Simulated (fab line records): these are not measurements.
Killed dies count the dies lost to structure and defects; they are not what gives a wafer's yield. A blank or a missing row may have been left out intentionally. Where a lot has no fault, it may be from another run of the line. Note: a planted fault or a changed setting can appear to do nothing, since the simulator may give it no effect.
fab line records    flow nand-harc
record: lots: 24  wafers: 72  last-day: 34
route steps=1302 shown A_BLC@1126 A_M0@1157 A_M1@1179 THIN_TSV@1259
lots that met no fault: taken from a fault-free run of the same line
start-h: the number of hours between the record's first day and the start of the first shown wafer of the lot    wait-h: hours from the lot's prior step to this one    " the same as in the row above    L1.1+2: a single row standing in for several wafers    - no value, or no start was given    * or withheld: withheld    < > ~ a bound
route shown NAME@n: NAME is a module with steps in the file, n the number in the route of the first one    usual: mean and standard deviation over wafers with no fault    same: alike in all rows    chamber/n: place in a boat    sites: the reading at each site    _std_site: how widely they spread, as a standard deviation    _edge_site: inner sites' mean taken away from outer sites' mean    radius-mm: for every site, how far away it sits from the centre of the wafer    mask NAME#n: copy n    behind: tool/chamber where the wafer was last shaped    hold: the reason the lot was held/the length of the hold in hours/how it ended    device: names the non-switching transistor (n, p or np)    end of line: tests run on the same wafers once the route is complete    a step with no rows: only its recipe    killed: count of dies lost to structure and defects at first sort (not the wafer's yield)    map: a wafer's dies, marking killed ones x, the rest . and places with no die _
set.NAME: the setting as run; set.NAME@STEP: as run at that earlier step    model.NAME: the simulator's own value behind a step, which no gauge read
a sample of lots followed through the steps of the route, with each step as a table and each wafer as a row
services: from which hour (start-h, from the record's first day; less than 0 if before it) a tool's chamber was out of use, for how many hours, and why
== steps ==
step: NHARC_A_BLC_STRIP_21
recipe: o2-flow-sccm: 500  ar-flow-sccm: 0  bias-w: 0  chemistry: O2
usual: drypump-motor-current-A: 5.6/0.38  oes-product-au: 1.005/0.0098  rf-vpp-V: 57.7/0.94  showerhead-plenum-p-Torr: 3.50/0.14  throttle-valve-pct: 17.037/0.0088
same: bias-w: 0
lot.wafer  tool         chamber  start-h  wait-h  drypump-motor-current-A  oes-product-au  rf-hours-counter-h  rf-vpp-V  showerhead-plenum-p-Torr  throttle-valve-pct
L074.1     rie-diel-09  3        530.25   0.1     5.1                      0.997           1                   57.5      3.42                      17.046
L074.3     "            0        "        "       5.3                      1.018           1                   57.2      3.31                      17.041
L074.5     "            1        "        "       5.4                      0.995           -                   58.6      3.58                      17.057
L075.3     rie-diel-09  0        532.06   0.1     5.3                      1.018           1                   58.0      3.31                      17.056
L075.4     "            1        "        "       5.4                      0.996           1                   58.3      3.58                      17.039
L075.1     "            2        "        "       5.9                      1.006           1                   58.2      3.54                      17.040
L076.1     rie-diel-12  2        541.81   0.1     5.3                      1.009           25                  58.6      3.36                      17.014
L076.4     "            1        "        "       6.7                      0.989           37                  58.8      3.61                      17.038
L076.6     "            2        "        "       5.3                      1.001           -                   57.9      3.36                      17.040
L078.3     rie-diel-12  1        549.50   0.1     6.7                      0.988           39                  57.6      3.61                      17.048
L078.4     "            2        "        "       5.3                      1.016           27                  58.4      3.36                      17.031
L078.6     "            1        "        "       6.7                      0.981           -                   58.5      3.61                      17.033
L079.4     rie-diel-09  1        558.29   0.1     5.4                      1.004           3                   57.4      3.58                      17.023
L079.1     "            0        "        "       5.3                      1.016           3                   55.4      3.31                      17.044
L079.5     "            1        "        "       5.3                      0.985           -                   58.8      3.58                      17.022
L077.3     rie-diel-12  2        558.95   0.1     5.3                      1.025           29                  56.0      3.36                      17.044
L077.5     "            1        "        "       6.7                      0.995           -                   57.7      3.61                      17.033
L077.6     "            2        "        "       5.3                      1.029           -                   57.5      3.36                      17.031
L080.2     rie-diel-10  2        581.01   0.1     5.8                      1.009           14                  57.2      3.58                      17.023
L080.4     "            0        "        "       5.6                      0.998           14                  57.4      3.45                      17.036
L080.6     "            1        "        "       5.3                      1.004           -                   59.1      3.73                      17.031
L081.4     rie-diel-10  3        588.10   0.1     5.6                      1.002           15                  56.2      3.28                      17.046
L081.3     "            0        "        "       5.6                      0.997           15                  56.7      3.45                      17.030
L081.5     "            2        "        "       5.8                      0.996           -                   57.2      3.58                      17.034
L082.3     rie-diel-09  2        595.81   0.1     5.9                      1.018           5                   56.3      3.54                      17.047
L082.6     "            2        "        "       5.9                      1.010           -                   59.0      3.54                      17.034
L082.5     "            3        "        "       5.1                      0.994           -                   58.2      3.42                      17.043
L083.1     rie-diel-09  2        605.05   0.1     5.9                      1.014           6                   57.5      3.54                      17.035
L083.3     "            3        "        "       5.0                      0.997           6                   59.0      3.42                      17.014
L083.2     "            0        "        "       5.3                      1.016           6                   58.6      3.30                      17.030
L084.3     rie-diel-09  2        608.25   0.1     5.9                      1.001           6                   58.6      3.54                      17.036
L084.2     "            1        "        "       5.4                      1.001           6                   57.3      3.57                      17.026
L084.6     "            2        "        "       5.9                      1.009           -                   59.1      3.54                      17.059
L085.4     rie-diel-09  0        630.52   0.1     5.3                      1.004           7                   56.9      3.30                      17.040
L085.5     "            0        "        "       5.3                      1.001           -                   58.0      3.30                      17.042
L085.6     "            1        "        "       5.4                      1.005           -                   56.0      3.57                      17.031
L086.2     rie-diel-12  2        637.36   0.1     5.3                      1.009           0                   58.1      3.35                      17.034
L086.6     "            3        "        "       5.9                      1.031           -                   58.6      3.63                      17.045
L086.5     "            0        "        "       5.8                      1.024           -                   58.0      3.77                      17.051
L087.3     rie-diel-09  2        655.89   0.1     5.9                      1.000           7                   58.2      3.54                      17.038
L087.2     "            0        "        "       5.3                      1.012           8                   56.2      3.30                      17.030
L087.6     "            3        "        "       5.1                      1.000           -                   57.3      3.41                      17.026
L088.4     rie-diel-09  3        662.23   0.1     5.0                      0.995           8                   58.7      3.42                      17.039
L088.3     "            0        "        "       5.4                      1.004           8                   58.3      3.30                      17.047
L088.6     "            3        "        "       5.0                      1.000           -                   56.7      3.41                      17.033
L089.4     rie-diel-09  0        670.62   0.1     5.3                      1.013           9                   56.5      3.30                      17.046
L089.3     "            1        "        "       5.4                      1.015           8                   56.0      3.57                      17.040
L089.5     "            1        "        "       5.4                      1.007           -                   58.1      3.57                      17.037
L090.2     rie-diel-09  1        691.18   0.1     5.4                      1.005           1                   58.8      3.57                      17.037
L090.3     "            2        "        "       5.9                      1.010           1                   57.8      3.54                      17.034
L090.6     "            0        "        "       5.3                      1.007           -                   57.1      3.30                      17.034
L091.1     rie-diel-09  0        692.07   0.1     5.3                      1.011           1                   58.6      3.30                      17.033
L091.6     "            2        "        "       5.9                      1.011           -                   58.6      3.54                      17.045
L091.4     "            1        "        "       5.4                      0.999           -                   56.5      3.57                      17.027
L092.3     rie-diel-10  2        698.39   0.1     5.8                      1.001           9                   57.4      3.57                      17.043
L092.4     "            1        "        "       5.3                      1.011           9                   58.9      3.72                      17.033
L092.5     "            2        "        "       5.7                      1.004           -                   57.7      3.57                      17.035
L093.2     rie-diel-09  1        700.22   0.1     5.3                      0.994           1                   56.2      3.57                      17.046
L093.3     "            2        "        "       5.9                      0.997           1                   56.9      3.54                      17.038
L093.4     "            0        "        "       5.4                      1.004           1                   56.6      3.30                      17.029
L094.4     rie-diel-10  2        706.64   0.1     5.9                      1.002           10                  58.4      3.57                      17.035
L094.5     "            0        "        "       5.7                      1.003           -                   57.8      3.45                      17.041
L094.6     "            1        "        "       5.3                      1.012           -                   56.5      3.72                      17.029
L096.4     rie-diel-09  0        729.70   0.1     5.3                      1.000           3                   56.4      3.30                      17.033
L096.1     "            1        "        "       5.4                      1.000           5                   58.8      3.57                      17.037
L096.5     "            3        "        "       5.1                      0.986           -                   57.4      3.41                      17.029
L095.4     rie-diel-10  3        732.08   0.1     5.7                      1.015           12                  55.4      3.27                      17.050
L095.2     "            2        "        "       5.8                      0.998           14                  57.0      3.57                      17.038
L095.5     "            0        "        "       5.7                      1.003           -                   59.0      3.44                      17.043
L097.1     rie-diel-09  2        760.38   0.1     5.9                      0.994           6                   56.4      3.53                      17.038
L097.3     "            3        "        "       5.1                      0.988           4                   59.5      3.41                      17.037
L097.5     "            2        "        "       5.9                      0.995           -                   59.1      3.53                      17.019
step: NHARC_A_BLC_INSPECT_28
usual: raw-defect-count: 502/110
lot.wafer  tool               chamber  start-h  wait-h  raw-defect-count
L074.1     defect-inspect-02  -        532.02   0.1     428
L074.3     "                  -        "        "       397
L074.5     "                  -        "        "       418
L075.1     defect-inspect-01  -        533.85   0.1     415
L075.3     "                  -        "        "       391
L075.4     "                  -        "        "       500
L076.1     defect-inspect-01  -        544.05   0.1     766
L076.4     "                  -        "        "       682
L076.6     "                  -        "        "       634
L078.3     defect-inspect-02  -        551.31   0.1     550
L078.4     "                  -        "        "       561
L078.6     "                  -        "        "       560
L079.1     defect-inspect-01  -        560.14   0.1     442
L079.4     "                  -        "        "       399
L079.5     "                  -        "        "       351
L077.3     defect-inspect-02  -        561.18   0.1     426
L077.5     "                  -        "        "       638
L077.6     "                  -        "        "       411
L080.2     defect-inspect-01  -        582.84   0.1     673
L080.4     "                  -        "        "       551
L080.6     "                  -        "        "       458
L081.3     defect-inspect-02  -        589.88   0.1     411
L081.4     "                  -        "        "       466
L081.5     "                  -        "        "       600
L082.3     defect-inspect-02  -        597.61   0.1     467
L082.5     "                  -        "        "       575
L082.6     "                  -        "        "       434
L083.1     defect-inspect-02  -        606.85   0.1     408
L083.2     "                  -        "        "       377
L083.3     "                  -        "        "       386
L084.2     defect-inspect-02  -        610.05   0.1     717
L084.3     "                  -        "        "       583
L084.6     "                  -        "        "       532
L085.4     defect-inspect-02  -        632.31   0.1     569
L085.5     "                  -        "        "       592
L085.6     "                  -        "        "       721
L086.2     defect-inspect-01  -        639.70   0.1     291
L086.5     "                  -        "        "       602
L086.6     "                  -        "        "       392
L087.2     defect-inspect-01  -        657.69   0.1     877
L087.3     "                  -        "        "       414
L087.6     "                  -        "        "       493
L088.3     defect-inspect-01  -        664.03   0.1     670
L088.4     "                  -        "        "       452
L088.6     "                  -        "        "       412
L089.3     defect-inspect-02  -        672.41   0.1     431
L089.4     "                  -        "        "       432
L089.5     "                  -        "        "       390
L090.2     defect-inspect-01  -        692.99   0.1     607
L090.3     "                  -        "        "       395
L090.6     "                  -        "        "       526
L091.1     defect-inspect-01  -        693.87   0.1     507
L091.4     "                  -        "        "       447
L091.6     "                  -        "        "       438
L092.3     defect-inspect-01  -        700.19   0.1     423
L092.4     "                  -        "        "       464
L092.5     "                  -        "        "       582
L093.2     defect-inspect-01  -        702.02   0.1     648
L093.3     "                  -        "        "       546
L093.4     "                  -        "        "       455
L094.4     defect-inspect-02  -        708.44   0.1     600
L094.5     "                  -        "        "       446
L094.6     "                  -        "        "       654
L096.1     defect-inspect-01  -        731.48   0.1     539
L096.4     "                  -        "        "       500
L096.5     "                  -        "        "       549
L095.2     defect-inspect-01  -        733.89   0.1     478
L095.4     "                  -        "        "       648
L095.5     "                  -        "        "       583
L097.1     defect-inspect-02  -        762.17   0.1     517
L097.3     "                  -        "        "       479
L097.5     "                  -        "        "       498
step: NHARC_A_M0_PRE_CLEAN_29
recipe: time-s: 30  temp-c: 280  gas: H2/He
usual: heater-power-w: 415/40
lot.wafer  tool            chamber  start-h  wait-h  heater-power-w
L074.3     pvd-sputter-02  -        -        -       385
L074.1     "               -        "        "       441
L074.5     "               -        "        "       371
L075.4     pvd-sputter-02  -        -        -       377
L075.1     "               -        "        "       404
L075.3     "               -        "        "       444
L076.1     pvd-sputter-02  -        -        -       373
L076.4     "               -        "        "       443
L076.6     "               -        "        "       391
L078.3     pvd-sputter-01  -        -        -       387
L078.4     "               -        "        "       498
L078.6     "               -        "        "       390
L079.4     pvd-sputter-01  -        -        -       443
L079.1     "               -        "        "       399
L079.5     "               -        "        "       395
L077.3     pvd-sputter-03  -        -        -       460
L077.5     "               -        "        "       441
L077.6     "               -        "        "       370
L080.4     pvd-sputter-02  -        -        -       382
L080.2     "               -        "        "       402
L080.6     "               -        "        "       377
L081.3     pvd-sputter-02  -        -        -       379
L081.4     "               -        "        "       442
L081.5     "               -        "        "       381
L082.3     pvd-sputter-03  -        -        -       464
L082.5     "               -        "        "       407
L082.6     "               -        "        "       449
L083.3     pvd-sputter-03  -        -        -       446
L083.2     "               -        "        "       374
L083.1     "               -        "        "       414
L084.3     pvd-sputter-01  -        -        -       397
L084.2     "               -        "        "       503
L084.6     "               -        "        "       395
L085.4     pvd-sputter-01  -        -        -       388
L085.6     "               -        "        "       470
L085.5     "               -        "        "       395
L086.2     pvd-sputter-03  -        -        -       356
L086.5     "               -        "        "       415
L086.6     "               -        "        "       463
L087.3     pvd-sputter-01  -        -        -       386
L087.2     "               -        "        "       403
L087.6     "               -        "        "       377
L088.4     pvd-sputter-02  -        -        -       403
L088.3     "               -        "        "       397
L088.6     "               -        "        "       441
L089.4     pvd-sputter-01  -        -        -       370
L089.3     "               -        "        "       469
L089.5     "               -        "        "       384
L090.3     pvd-sputter-02  -        -        -       393
L090.2     "               -        "        "       436
L090.6     "               -        "        "       386
L091.1     pvd-sputter-03  -        -        -       469
L091.4     "               -        "        "       372
L091.6     "               -        "        "       453
L092.4     pvd-sputter-01  -        -        -       451
L092.3     "               -        "        "       376
L092.5     "               -        "        "       455
L093.3     pvd-sputter-01  -        -        -       476
L093.4     "               -        "        "       391
L093.2     "               -        "        "       502
L094.4     pvd-sputter-02  -        -        -       385
L094.5     "               -        "        "       389
L094.6     "               -        "        "       444
L096.4     pvd-sputter-02  -        -        -       389
L096.1     "               -        "        "       436
L096.5     "               -        "        "       400
L095.4     pvd-sputter-02  -        -        -       446
L095.2     "               -        "        "       392
L095.5     "               -        "        "       394
L097.1     pvd-sputter-02  -        -        -       394
L097.3     "               -        "        "       431
L097.5     "               -        "        "       398
step: NHARC_A_M1_CD_MEAS_09
recipe: target-cd-nm: 120  landing-energy-ev: 500
usual: cd-nm: 119.9/0.63
lot.wafer  tool       chamber  start-h  wait-h  cd-nm
L074.1     cd-sem-01  0        536.95   -       119.3
L074.3     "          0        "        "       119.9
L074.5     "          0        "        "       120.0
L075.1     cd-sem-01  0        538.70   -       119.9
L075.3     "          0        "        "       119.0
L075.4     "          0        "        "       119.4
L076.1     cd-sem-01  0        548.98   -       121.1
L076.4     "          0        "        "       119.9
L076.6     "          0        "        "       119.7
L078.3     cd-sem-02  0        556.18   -       120.1
L078.4     "          0        "        "       121.0
L078.6     "          0        "        "       120.4
L079.1     cd-sem-03  0        565.30   -       119.7
L079.4     "          0        "        "       119.9
L079.5     "          0        "        "       120.6
L077.3     cd-sem-03  0        566.38   -       119.0
L077.5     "          0        "        "       120.0
L077.6     "          0        "        "       119.6
L080.2     cd-sem-02  0        587.95   -       120.7
L080.4     "          0        "        "       120.2
L080.6     "          0        "        "       120.7
L081.3     cd-sem-01  0        594.96   -       120.0
L081.4     "          0        "        "       119.3
L081.5     "          0        "        "       120.1
L082.3     cd-sem-03  0        602.70   -       120.4
L082.5     "          0        "        "       119.7
L082.6     "          0        "        "       119.6
L083.1     cd-sem-01  0        612.35   -       119.3
L083.2     "          0        "        "       120.0
L083.3     "          0        "        "       119.8
L084.2     cd-sem-02  0        615.54   -       120.8
L084.3     "          0        "        "       120.2
L084.6     "          0        "        "       120.3
L085.4     cd-sem-03  0        637.45   -       119.7
L085.5     "          0        "        "       119.0
L085.6     "          0        "        "       120.1
L086.2     cd-sem-01  0        644.54   -       120.7
L086.5     "          0        "        "       120.2
L086.6     "          0        "        "       121.0
L087.2     cd-sem-03  0        662.65   -       119.6
L087.3     "          0        "        "       119.6
L087.6     "          0        "        "       119.1
L088.3     cd-sem-03  0        668.72   -       119.2
L088.4     "          0        "        "       119.1
L088.6     "          0        "        "       120.7
L089.3     cd-sem-03  0        677.28   -       119.8
L089.4     "          0        "        "       118.9
L089.5     "          0        "        "       119.1
L090.2     cd-sem-01  0        697.94   -       119.9
L090.3     "          0        "        "       120.2
L090.6     "          0        "        "       121.0
L091.1     cd-sem-01  0        698.81   -       119.5
L091.4     "          0        "        "       119.7
L091.6     "          0        "        "       120.2
L092.3     cd-sem-02  0        704.88   -       120.0
L092.4     "          0        "        "       119.3
L092.5     "          0        "        "       119.9
L093.2     cd-sem-01  0        707.03   -       119.9
L093.3     "          0        "        "       120.2
L093.4     "          0        "        "       120.6
L094.4     cd-sem-03  0        713.26   -       120.0
L094.5     "          0        "        "       119.7
L094.6     "          0        "        "       120.0
L096.1     cd-sem-03  0        737.39   -       121.1
L096.4     "          0        "        "       120.7
L096.5     "          0        "        "       120.9
L095.2     cd-sem-03  0        738.96   -       118.9
L095.4     "          0        "        "       118.7
L095.5     "          0        "        "       118.9
L097.1     cd-sem-01  0        767.04   -       120.4
L097.3     "          0        "        "       119.8
L097.5     "          0        "        "       120.3
step: NHARC_A_M1_ETCH_28
recipe: target-depth-a: 300  over-etch-frac: 0.3  time-s: 72.99  ion-energy-ev: 150  cf4-flow-sccm: 50  n2-flow-sccm: 100  ar-flow-sccm: 150  rf-w: 300  bias-w: 100  chemistry: CF4/N2
usual: bias-w: 100.0/0.31  drypump-motor-current-A: 5.6/0.46  oes-product-au: 1.002/0.0088  rf-vpp-V: 313.1/1.9  showerhead-plenum-p-Torr: 2.56/0.097  throttle-valve-pct: 19.794/0.0083
lot.wafer  tool         chamber  start-h  wait-h  bias-w  drypump-motor-current-A  oes-product-au  rf-hours-counter-h  rf-vpp-V  showerhead-plenum-p-Torr  throttle-valve-pct
L074.1     rie-diel-05  3        -        -       100.4   5.1                      0.987           6.6                 314.5     2.63                      19.800
L074.3     "            0        "        "       99.5    5.0                      0.987           5.8                 311.2     2.51                      19.796
L074.5     "            0        "        "       99.5    5.1                      0.982           -                   311.9     2.51                      19.788
L075.3     rie-diel-01  3        -        -       99.8    6.2                      1.005           3.6                 311.6     2.48                      19.787
L075.1     "            0        "        "       100.1   5.2                      1.001           3.5                 312.6     2.54                      19.809
L075.4     "            2        "        "       99.9    5.8                      0.989           3.6                 316.3     2.78                      19.784
L076.1     rie-diel-07  1        -        -       100.1   6.5                      1.016           3.6                 313.9     2.55                      19.801
L076.4     "            1        "        "       99.8    6.4                      1.014           -                   312.9     2.55                      19.811
L076.6     "            3        "        "       99.8    5.8                      0.992           -                   313.7     2.56                      19.788
L078.4     rie-diel-01  2        -        -       100.1   5.8                      1.002           4.2                 317.2     2.78                      19.788
L078.3     "            3        "        "       100.5   6.2                      1.007           4.1                 312.1     2.48                      19.783
L078.6     "            3        "        "       100.1   6.2                      1.005           -                   310.7     2.48                      19.792
L079.4     rie-diel-05  0        -        -       100.6   5.0                      0.983           7.2                 312.0     2.51                      19.794
L079.1     "            3        "        "       100.0   5.1                      0.991           7.4                 315.0     2.63                      19.793
L079.5     "            0        "        "       100.5   5.1                      0.993           -                   312.6     2.51                      19.797
L077.3     rie-diel-01  3        -        -       100.1   6.2                      1.003           0.0                 312.3     2.48                      19.793
L077.5     "            1        "        "       100.2   5.1                      1.004           -                   311.0     2.46                      19.800
L077.6     "            2        "        "       99.5    5.8                      0.992           -                   317.8     2.78                      19.786
L080.2     rie-diel-07  2        588.92   0.4     100.3   6.4                      1.005           4.7                 315.8     2.70                      19.793
L080.4     "            2        "        "       100.4   6.5                      0.997           -                   313.9     2.70                      19.807
L080.6     "            0        "        "       99.7    5.8                      0.983           -                   313.2     2.54                      19.805
L081.3     rie-diel-05  1        -        -       100.0   6.0                      1.002           0.1                 312.6     2.54                      19.794
L081.4     "            3        "        "       100.2   5.2                      0.997           0.1                 313.8     2.63                      19.806
L081.5     "            0        "        "       100.3   5.0                      0.997           -                   312.4     2.51                      19.798
L082.3     rie-diel-05  2        -        -       99.9    5.8                      1.009           0.2                 313.4     2.52                      19.794
L082.6     "            0        "        "       99.5    5.0                      0.997           -                   312.2     2.51                      19.795
L082.5     "            1        "        "       100.5   6.0                      1.002           -                   311.7     2.54                      19.790
L083.2     rie-diel-01  3        -        -       99.7    6.2                      0.996           1.2                 312.1     2.48                      19.808
L083.3     "            0        "        "       99.9    5.2                      1.012           1.1                 313.4     2.54                      19.794
L083.1     "            1        "        "       99.9    5.1                      1.012           1.3                 310.8     2.46                      19.784
L084.3     rie-diel-01  0        -        -       100.3   5.2                      1.015           1.2                 312.9     2.54                      19.768
L084.2     "            1        "        "       100.7   5.1                      1.016           1.4                 310.5     2.46                      19.798
L084.6     "            3        "        "       99.5    6.2                      1.000           -                   311.1     2.48                      19.782
L085.4     rie-diel-01  0        -        -       99.9    5.2                      1.016           1.8                 312.9     2.54                      19.805
L085.6     "            2        "        "       100.1   5.8                      1.006           -                   316.3     2.78                      19.799
L085.5     "            3        "        "       99.9    6.1                      1.001           -                   312.2     2.48                      19.807
L086.2     rie-diel-01  2        -        -       100.0   5.8                      1.010           2.2                 317.0     2.78                      19.806
L086.6     "            3        "        "       99.9    6.2                      0.982           -                   311.4     2.48                      19.779
L086.5     "            0        "        "       99.6    5.2                      1.003           -                   312.3     2.54                      19.801
L087.2     rie-diel-01  1        -        -       100.1   5.2                      1.011           2.4                 311.5     2.46                      19.795
L087.3     "            2        "        "       100.0   5.8                      1.003           2.5                 316.6     2.78                      19.794
L087.6     "            3        "        "       99.8    6.1                      0.992           -                   310.5     2.48                      19.798
L088.3     rie-diel-05  0        -        -       99.9    5.1                      1.005           4.0                 312.2     2.50                      19.804
L088.4     "            3        "        "       100.1   5.1                      0.999           3.7                 313.6     2.63                      19.811
L088.6     "            1        "        "       100.2   6.0                      1.007           -                   313.1     2.54                      19.795
L089.4     rie-diel-01  3        -        -       99.7    6.1                      1.006           3.2                 310.9     2.48                      19.801
L089.3     "            1        "        "       100.1   5.1                      1.003           3.1                 311.8     2.46                      19.805
L089.5     "            2        "        "       100.7   5.8                      1.007           -                   316.7     2.78                      19.808
L090.2     rie-diel-05  0        -        -       99.4    5.0                      0.998           5.5                 311.3     2.50                      19.797
L090.3     "            2        "        "       100.2   5.8                      1.011           5.4                 311.0     2.51                      19.786
L090.6     "            0        "        "       99.4    5.0                      1.002           -                   312.6     2.50                      19.790
L091.4     rie-diel-01  3        -        -       99.9    6.1                      1.006           3.8                 312.7     2.48                      19.791
L091.1     "            0        "        "       100.5   5.2                      1.012           3.7                 313.2     2.54                      19.796
L091.6     "            1        "        "       100.0   5.2                      1.008           -                   311.8     2.46                      19.785
L092.4     rie-diel-07  1        -        -       99.8    6.4                      1.008           2.7                 313.3     2.55                      19.787
L092.3     "            2        "        "       99.8    6.4                      0.998           2.1                 315.2     2.70                      19.794
L092.5     "            3        "        "       100.1   5.8                      0.993           -                   313.9     2.55                      19.783
L093.3     rie-diel-05  1        -        -       100.2   5.9                      1.003           7.1                 313.4     2.54                      19.794
L093.4     "            3        "        "       100.5   5.2                      0.996           6.0                 314.3     2.63                      19.805
L093.2     "            0        "        "       100.2   5.0                      1.000           6.6                 311.9     2.50                      19.799
L094.4     rie-diel-05  2        -        -       99.9    5.8                      1.004           6.8                 312.5     2.51                      19.796
L094.6     "            0        "        "       100.1   5.0                      0.999           -                   312.5     2.50                      19.793
L094.5     "            1        "        "       99.9    6.0                      1.003           -                   312.6     2.54                      19.799
L096.1     rie-diel-05  3        -        -       99.6    5.1                      0.989           7.1                 314.5     2.63                      19.808
L096.4     "            0        "        "       100.5   5.1                      0.997           7.8                 313.0     2.50                      19.810
L096.5     "            3        "        "       99.6    5.1                      0.991           -                   314.0     2.63                      19.782
L095.2     rie-diel-07  2        -        -       100.2   6.4                      1.008           5.5                 314.6     2.70                      19.804
L095.4     "            3        "        "       99.6    5.8                      1.013           5.1                 312.0     2.55                      19.795
L095.5     "            2        "        "       100.0   6.4                      1.004           -                   316.6     2.70                      19.795
L097.1     rie-diel-01  2        -        -       100.4   5.8                      0.978           1.1                 315.5     2.78                      19.787
L097.3     "            3        "        "       100.1   6.2                      0.984           1.0                 310.4     2.48                      19.791
L097.5     "            0        "        "       100.3   5.2                      1.009           -                   313.0     2.54                      19.798
step: NHARC_THIN_TSV_CD_MEAS_12
recipe: target-cd-nm: 1000  landing-energy-ev: 500
usual: cd-nm: 999.0/1.7
lot.wafer  tool       chamber  start-h  wait-h  cd-nm
L074.1     cd-sem-01  0        557.37   -       998.1
L074.3     "          0        "        "       999.5
L074.5     "          0        "        "       999.3
L075.1     cd-sem-01  0        558.82   -       996.0
L075.3     "          0        "        "       997.3
L075.4     "          0        "        "       997.7
L076.1     cd-sem-02  0        569.02   -       1001.1
L076.4     "          0        "        "       997.6
L076.6     "          0        "        "       997.6
L078.3     cd-sem-01  0        576.02   -       998.5
L078.4     "          0        "        "       999.9
L078.6     "          0        "        "       999.9
L079.1     cd-sem-02  0        585.44   -       1000.6
L079.4     "          0        "        "       1000.8
L079.5     "          0        "        "       1002.3
L077.3     cd-sem-02  0        586.64   -       995.6
L077.5     "          0        "        "       997.0
L077.6     "          0        "        "       997.8
L080.2     cd-sem-01  0        608.38   -       998.1
L080.4     "          0        "        "       999.6
L080.6     "          0        "        "       1000.3
L081.3     cd-sem-01  0        617.68   -       998.9
L081.4     "          0        "        "       998.5
L081.5     "          0        "        "       999.0
L082.3     cd-sem-03  0        622.76   -       1000.3
L082.5     "          0        "        "       1000.4
L082.6     "          0        "        "       997.6
L083.1     cd-sem-01  0        633.49   -       1000.0
L083.2     "          0        "        "       999.3
L083.3     "          0        "        "       1000.1
L084.2     cd-sem-02  0        634.81   -       1001.7
L084.3     "          0        "        "       1002.0
L084.6     "          0        "        "       1000.5
L085.4     cd-sem-01  0        660.31   -       1000.5
L085.5     "          0        "        "       1000.2
L085.6     "          0        "        "       997.0
L086.2     cd-sem-02  0        664.29   -       997.4
L086.5     "          0        "        "       995.8
L086.6     "          0        "        "       998.9
L087.2     cd-sem-02  0        684.36   -       999.5
L087.3     "          0        "        "       1001.6
L087.6     "          0        "        "       996.6
L088.3     cd-sem-03  0        688.65   -       995.4
L088.4     "          0        "        "       996.3
L088.6     "          0        "        "       999.5
L089.3     cd-sem-02  0        696.81   -       997.6
L089.4     "          0        "        "       995.8
L089.5     "          0        "        "       998.6
L091.1     cd-sem-02  0        717.61   -       998.8
L091.4     "          0        "        "       1002.4
L091.6     "          0        "        "       1001.9
L090.2     cd-sem-02  0        718.82   -       998.4
L090.3     "          0        "        "       999.8
L090.6     "          0        "        "       999.6
L092.3     cd-sem-03  0        725.24   -       1000.8
L092.4     "          0        "        "       1000.7
L092.5     "          0        "        "       1000.7
L093.2     cd-sem-01  0        726.57   -       999.9
L093.3     "          0        "        "       996.8
L093.4     "          0        "        "       998.4
L094.4     cd-sem-01  0        733.16   -       997.1
L094.5     "          0        "        "       999.8
L094.6     "          0        "        "       1000.5
L096.1     cd-sem-01  0        757.20   -       998.1
L096.4     "          0        "        "       998.3
L096.5     "          0        "        "       999.0
L095.2     cd-sem-01  0        758.53   -       1000.3
L095.4     "          0        "        "       1000.3
L095.5     "          0        "        "       998.9
L097.1     cd-sem-02  0        788.64   -       999.3
L097.3     "          0        "        "       1000.1
L097.5     "          0        "        "       996.8
== services ==
tool            chamber  start-h  hours  kind
pvd-sputter-02  -        509.23   3.4    repair
rie-diel-01     -        510.98   5.5    repair
rie-diel-05     3        526.55   2.7    repair
rie-diel-05     3        541.62   14.4   repair
rie-diel-05     2        548.28   3.1    repair
pvd-sputter-02  -        552.19   0.9    repair
rie-diel-01     -        557.80   9.0    pm
rie-diel-01     -        567.37   0.1    repair
pvd-sputter-02  -        577.88   2.5    repair
rie-diel-05     -        583.61   9.0    pm
rie-diel-09     1        616.51   4.3    repair
rie-diel-09     -        622.64   4.1    repair
pvd-sputter-02  -        633.29   8.0    repair
rie-diel-01     -        635.04   0.4    repair
pvd-sputter-02  -        641.34   10.0   pm
rie-diel-01     0        648.71   10.8   repair
rie-diel-09     -        674.25   9.0    pm
rie-diel-09     3        684.02   12.3   repair
pvd-sputter-02  -        684.56   1.8    repair
rie-diel-09     0        712.41   7.9    repair
rie-diel-01     3        732.37   8.8    repair
rie-diel-01     -        734.80   9.0    pm
pvd-sputter-02  -        750.85   1.4    repair
rie-diel-01     1        757.77   19.3   repair
== key ==
fault none
